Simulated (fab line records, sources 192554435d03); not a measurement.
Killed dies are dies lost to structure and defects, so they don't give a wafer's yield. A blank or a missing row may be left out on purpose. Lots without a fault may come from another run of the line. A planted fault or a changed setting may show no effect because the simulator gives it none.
Chamber matching | flow n5_finfet | N5_BEOL_M8_DESCUM_16 on rie_diel-02: 4 sister chambers
The step chemistry O2, time 7.9 s. 16 wafers are shown with their chamber, then 8 later ones without.

WAFERS WITH THEIR CHAMBER
wafer  | chamber | showerhead_plenum_p_Torr (Torr) | drypump_motor_current_A (A) | throttle_valve_pct (%)
L088.2 | 2       | 2.19                            | 6.1                         | 20.39
L088.3 | 3       | 2.00                            | 5.9                         | 20.31
L088.5 | 3       | 2.00                            | 5.9                         | 20.29
L090.1 | 2       | 2.19                            | 6.1                         | 20.39
L090.2 | 3       | 2.00                            | 5.9                         | 20.31
L090.3 | 1       | 2.14                            | 6.5                         | 20.17
L089.1 | 0       | 2.22                            | 5.5                         | 20.09
L089.2 | 1       | 2.14                            | 6.5                         | 20.16
L089.4 | 3       | 2.00                            | 5.9                         | 20.30
L093.1 | 1       | 2.14                            | 6.5                         | 20.18
L093.4 | 3       | 2.00                            | 5.9                         | 20.32
L093.6 | 0       | 2.21                            | 5.5                         | 20.11
L094.1 | 1       | 2.14                            | 6.5                         | 20.17
L094.2 | 0       | 2.21                            | 5.5                         | 20.10
L094.3 | 3       | 2.00                            | 5.8                         | 20.31
L096.1 | 0       | 2.21                            | 5.5                         | 20.10

SIGNATURES (means of the wafers above)
reading                  | chamber 0 | chamber 1 | chamber 2 | chamber 3 | scatter within a chamber
showerhead_plenum_p_Torr | 2.2125    | 2.1400    | 2.1900    | 2.0000    | 0.0025
drypump_motor_current_A  | 5.500     | 6.500     | 6.100     | 5.883     | 0.0264
throttle_valve_pct       | 20.1000   | 20.1700   | 20.3900   | 20.3067   | 0.00882
Rule: a wafer's distance from a chamber is the root of the sum, over the readings, of the square of ((its reading less the chamber's mean) divided by the reading's scatter). The wafer belongs to the nearest chamber; if the next one is less than 2 further off, it can't be placed. The scatter: the root of (the sum of the squares of (reading less its chamber's mean) over the shown wafers, divided by (wafers less chambers)).

WAFERS WITHOUT THEIR CHAMBER
wafer  | showerhead_plenum_p_Torr (Torr) | drypump_motor_current_A (A) | throttle_valve_pct (%)
L096.3 | 1.99                            | 5.9                         | 20.31
L096.4 | 2.18                            | 6.1                         | 20.41
L097.1 | 2.18                            | 6.1                         | 20.41
L097.3 | 2.14                            | 6.5                         | 20.19
L097.6 | 2.18                            | 6.1                         | 20.42
L091.3 | 2.21                            | 5.5                         | 20.12
L091.4 | 1.99                            | 5.9                         | 20.33
L091.6 | 2.14                            | 6.5                         | 20.20

WHICH CHAMBER EACH WENT THROUGH
wafer  | from the rows above | in truth
L096.3 | 3                   | 3
L096.4 | 2                   | 2
L097.1 | 2                   | 2
L097.3 | 1                   | 1
L097.6 | 2                   | 2
L091.3 | 0                   | 0
L091.4 | 3                   | 3
L091.6 | 1                   | 1
Placed correctly: 8 of 8. Can't be placed from these rows: 0. Placed wrongly: 0.
